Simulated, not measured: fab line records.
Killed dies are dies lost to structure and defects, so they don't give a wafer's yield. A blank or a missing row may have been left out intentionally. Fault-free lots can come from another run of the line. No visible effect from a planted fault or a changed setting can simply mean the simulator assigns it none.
Chamber matching -- flow nand-harc -- 4 sister chambers for NHARC_P_M1_STRIP_18 on rie-diel-13
The step strips in N2/H2. 7 wafers are shown with their chamber, then 8 later ones without.

== WAFERS WITH THEIR CHAMBER ==
wafer,chamber,drypump-motor-current-A (A),rf-vpp-V (V)
L990.5,3,5.2,91.7
L991.4,1,6.5,90.6
L991.5,2,5.3,92.3
L992.2,2,5.3,91.0
L992.5,0,5.3,89.5
L992.6,1,6.4,91.4
L993.2,0,5.3,89.0

== WAFERS WHOSE CHAMBER IS MISSING ==
wafer,drypump-motor-current-A (A),rf-vpp-V (V)
L993.5,5.3,91.0
L993.6,5.3,91.0
L103.2,5.3,90.5
L103.3,5.3,91.9
L103.4,5.3,90.7
L106.1,5.3,92.2
L106.3,5.3,88.8
L106.5,5.3,90.2

== CHAMBER TAKEN BY EACH ==
wafer,from the rows above,in truth
L993.5,can't be placed: 2 or 0 or 3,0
L993.6,can't be placed: 2 or 0 or 3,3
L103.2,can't be placed: 2 or 0 or 3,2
L103.3,2,2
L103.4,can't be placed: 2 or 0 or 3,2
L106.1,can't be placed: 2 or 3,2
L106.3,0,0
L106.5,can't be placed: 0 or 2 or 3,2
Correct placement for 2 of the 8. From these rows, 6 cannot be placed; in 6 the true chamber is one of the candidates. 0 placed wrongly.
How it was worked out, from the rows above alone: a wafer's distance from a chamber is the root of the sum, over the readings, of the square of ((its reading less the chamber's mean) divided by the reading's scatter). If the next closest chamber is less than 2 further off than the closest, the wafer can't be placed; otherwise it belongs to the closest. A chamber's mean is the mean of its shown wafers. The scatter: the root of (the sum of the squares of (reading less its chamber's mean) over the shown wafers, divided by (wafers less chambers)).
